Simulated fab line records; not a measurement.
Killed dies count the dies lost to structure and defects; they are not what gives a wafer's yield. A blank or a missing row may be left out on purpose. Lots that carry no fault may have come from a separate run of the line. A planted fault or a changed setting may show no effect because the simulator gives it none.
Chamber matching | flow n5Finfet | 4 sister chambers for N5_BEOL_M8_VIA_ETCH_34 on rieDiel-04
The step etches SiCOH lowk in C4F6/O2, target depth 125.5 nm, time 50.5 s. 8 wafers are shown with their chamber, then 10 later ones without.

## WAFERS WITH THEIR CHAMBER
wafer  | chamber | rfVppV (V) | showerheadPlenumPTorr (Torr)
L077.6 | 0       | 668        | 2.79
L080.2 | 1       | 656        | 2.72
L082.5 | 1       | 655        | 2.72
L082.6 | 0       | 668        | 2.79
L083.3 | 3       | 677        | 2.91
L083.6 | 2       | 674        | 2.87
L086.1 | 3       | 676        | 2.90
L086.2 | 2       | 673        | 2.87

## WAFERS MISSING THEIR CHAMBER
wafer  | rfVppV (V) | showerheadPlenumPTorr (Torr)
L086.3 | 668        | 2.79
L090.2 | 656        | 2.71
L090.4 | 674        | 2.86
L090.6 | 676        | 2.90
L093.2 | 673        | 2.86
L093.4 | 666        | 2.78
L093.5 | 655        | 2.71
L095.2 | 666        | 2.77
L095.3 | 673        | 2.86
L095.5 | 655        | 2.71

## THE CHAMBER EACH PASSED THROUGH
wafer  | from the rows above | in truth
L086.3 | 0                   | 0
L090.2 | 1                   | 1
L090.4 | 2                   | 2
L090.6 | 3                   | 3
L093.2 | 2                   | 2
L093.4 | 0                   | 0
L093.5 | 1                   | 1
L095.2 | 0                   | 0
L095.3 | 2                   | 2
L095.5 | 1                   | 1
Correctly placed: 10 of 10. From these rows, 0 cannot be placed. Placed wrongly: 0.
How it was worked out, from the rows above alone: a wafer's distance from a chamber is the root of the sum, over the readings, of the square of ((its reading less the chamber's mean) divided by the reading's scatter). If the next closest chamber is less than 2 further off than the closest, the wafer can't be placed; otherwise it belongs to the closest. For every chamber, the mean is computed from those of its wafers that are shown. The scatter: the root of (the sum of the squares of (reading less its chamber's mean) over the shown wafers, divided by (wafers less chambers)).
